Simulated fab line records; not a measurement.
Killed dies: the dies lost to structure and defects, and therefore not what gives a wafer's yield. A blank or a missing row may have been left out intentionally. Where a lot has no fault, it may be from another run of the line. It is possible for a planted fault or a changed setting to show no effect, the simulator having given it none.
Comparing a struck lot with a sound one || flow n5_finfet || 25 out of 1938 route steps
Sound: the wafers L737.1, L737.2, L737.3. Wafers struck: L744.2, L744.3. At the end, the cause is stated.
Each step with rows lists, per side, the tool, then ch with its chambers, then its first start. Under that, the readings that differ: sound wafers || struck wafers || difference of the means || sigmas: that difference in standard deviations of wafers without a fault.
alike: a reading whose means differ by less than 2 such deviations, as well as words and numbers matching on both sides. not compared: withheld readings; readings where some wafer has no value; bounds like >300 that might hide an equal value; numbers whose values overlap and for which the record gives no deviation.
The two part at a step that has a row with sigmas, a row that says differs or no value, or rows on one side only. Numbers that have no deviation but don't overlap get no sigmas and don't part them. A reading that every wafer of one side lacks parts them only if that side has two wafers or more.

first, 1 step without rows for these wafers: N5_BEOL_M12_HARDBAKE_32 (time 120 s).
N5_BEOL_M12_CD_MEAS_28: target cd 160.2 nm.
  sound on cd_sem-01 ch 0, day 12 05:32; struck on cd_sem-01 ch 0, day 13 22:11
  alike: cd_nm
N5_BEOL_M12_OVL_MEAS_29:
  sound on overlay-01 ch 0, day 12 05:34; struck on overlay-02 ch 0, day 13 22:13
  alike: M12_OVL
N5_BEOL_M12_INSPECT_30: inspects for defects (macro).
  struck on defect_inspect-02, day 13 22:14; sound on defect_inspect-02, day 12 05:35
  alike: raw_defect_count
then, 1 step without rows for these wafers: N5_BEOL_M12_DESCUM_33 (chemistry O2, time 7.9 s).
N5_BEOL_M12_ETCH_67: etches SiARC in CF4, target depth 143 nm, time 238.3 s.
  sound on rie_diel-04 ch 0,1,3, day 12 05:39; struck on rie_diel-03 ch 0,1, day 13 22:19
  alike: bias_w, drypump_motor_current_A, etch_rf_on_time_s, oes_product_au, rf_vpp_V, showerhead_plenum_p_Torr, throttle_valve_pct
  not compared: rf_hours_counter_h
then, 2 steps without rows for these wafers: N5_BEOL_M12_ETCH_68 (etches SOC in N2/H2, time 285 s); N5_BEOL_M12_STRIP_69 (strips in N2/H2).
N5_BEOL_M12_TRENCH_ETCH_34: etches SiOC in C4F8/O2/Ar, target depth 318.95 nm, time 125.5 s.
  sound on rie_diel-04 ch 0,1,3, day 12 05:59; struck on rie_diel-03 ch 0,1, day 13 22:38
  alike: O2_flow_sccm, bias_w, drypump_motor_current_A, oes_product_au, rf_vpp_V, showerhead_plenum_p_Torr, throttle_valve_pct
  not compared: rf_hours_counter_h
then, 1 step without rows for these wafers: N5_BEOL_M12_STRIP_70 (strips in C4F8/O2/Ar).
N5_BEOL_M12_OCD_MEAS_35:
  struck on ocd-01, day 13 22:47; sound on ocd-01, day 12 06:08
  alike: trench_depth_nm
N5_BEOL_M12_STRIP_37: strips in N2/H2.
  sound on plasma_asher-02 ch 0,1, day 12 06:10; struck on plasma_asher-01 ch 0,1, day 13 22:50
  alike: drypump_motor_current_A, heater_power_w, oes_product_au
  not compared: rf_hours_counter_h
N5_BEOL_M12_ETCH_38: etches SiCN in CF4/N2, target depth 68.7 nm, time 73.4 s.
  sound on rie_diel-03 ch 0,1,2, day 12 10:41; struck on rie_diel-03 ch 1,2, day 14 00:57
{"reading": "model.etch.depth_nm (nm)", "sound": "59.41 61.05 57.49", "struck": "41.83 40.84", "difference": -17.98, "sigmas": ""}
{"reading": "model.SiOC_of_BEOL_M12_ILD_DEP_00.thk_nm (nm)", "sound": "601 597.4 598", "struck": "619.4 620.8", "difference": "+21.3", "sigmas": ""}
  alike: bias_w, drypump_motor_current_A, oes_product_au, rf_vpp_V, showerhead_plenum_p_Torr, throttle_valve_pct
  not compared: rf_hours_counter_h
then, 4 steps without rows for these wafers: N5_BEOL_M12_PRECLEAN_39 (cleans in residue remover, time 60 s); N5_BEOL_M12_SRD_40 (time 30 s, dry time 30 s); N5_BEOL_M12_DEGAS_41 (time 60 s); N5_BEOL_M12_PRE_CLEAN_42 (time 30 s).
N5_BEOL_M12_SPUTTER_43: material TaN, target thk 15 nm, time 24.19 s.
  struck on pvd_sputter-03, day 14 01:32; sound on pvd_sputter-01, day 12 11:07
  alike: throttle_valve_pct
then, 3 steps without rows for these wafers: N5_BEOL_M12_SPUTTER_44 (material Ta, target thk 10 nm, time 16.13 s); N5_BEOL_M12_SPUTTER_45 (material Cu, target thk 80 nm, time 13.33 s); N5_BEOL_M12_ECD_47 (material Cu, target thk 720 nm).
N5_BEOL_M12_ANNEAL_48: time 90 s.
  sound on rtp_anneal-01 ch 0, day 12 11:32; struck on rtp_anneal-01 ch 0, day 14 02:36
  alike: anneal_temp_c_max, wafer_temp_C_max
N5_BEOL_M12_CMP_49: polishes, stops on SiOC, t overpolish 20.6 s, target thk 320 nm.
  sound on cmp-01 ch 0,1,3, day 12 11:50; struck on cmp-01 ch 1,2, day 14 02:56
{"reading": "model.SiOC_of_BEOL_M12_ILD_DEP_00.thk_nm (nm)", "sound": "591 587.4 588", "struck": "609.4 610.8", "difference": "+21.3", "sigmas": ""}
  alike: barrier_field_endpoint_s, clearing_platen_down_force_psi, motor_current_A, overpolish_run_s, slurry_flow_ml_min
N5_BEOL_M12_THK_MEAS_50: measures by xrf.
  struck on film_metro-01, day 14 03:09; sound on film_metro-01, day 12 12:08
  alike: M12_THK
N5_PASSIVATION_PROBE_49:
  struck on prober-01, day 15 12:27; sound on prober-01, day 13 21:02
{"reading": "defect_limited_yield (%)", "sound": 88.6, "struck": "92.4 90.6", "difference": "+2.9", "sigmas": "+2"}
{"reading": "killed_dies", "sound": 135, "struck": "90 111", "difference": -34, "sigmas": -2}
{"reading": "killed_short", "sound": 50, "struck": "31 36", "difference": -16, "sigmas": -2}
{"reading": "sort_bin_5_function (%)", "sound": 7.0, "struck": "4.1 6.1", "difference": -1.9, "sigmas": -2}
{"reading": "sort_n_pass", "sound": 1045, "struck": "1090 1069", "difference": "+34", "sigmas": "+2"}
{"reading": "sort_yield_pct (%)", "sound": 88.6, "struck": "92.4 90.6", "difference": "+2.9", "sigmas": "+2"}
  alike: killed_at_M0_to_M3, killed_at_M4_up, killed_at_contacts, killed_at_front_end, killed_at_other, killed_open, sort_bin_6_memory

WHERE THEY PART
At N5_PASSIVATION_PROBE_49 and nowhere else, as far as this record goes.

WHY: the cause the simulator had injected
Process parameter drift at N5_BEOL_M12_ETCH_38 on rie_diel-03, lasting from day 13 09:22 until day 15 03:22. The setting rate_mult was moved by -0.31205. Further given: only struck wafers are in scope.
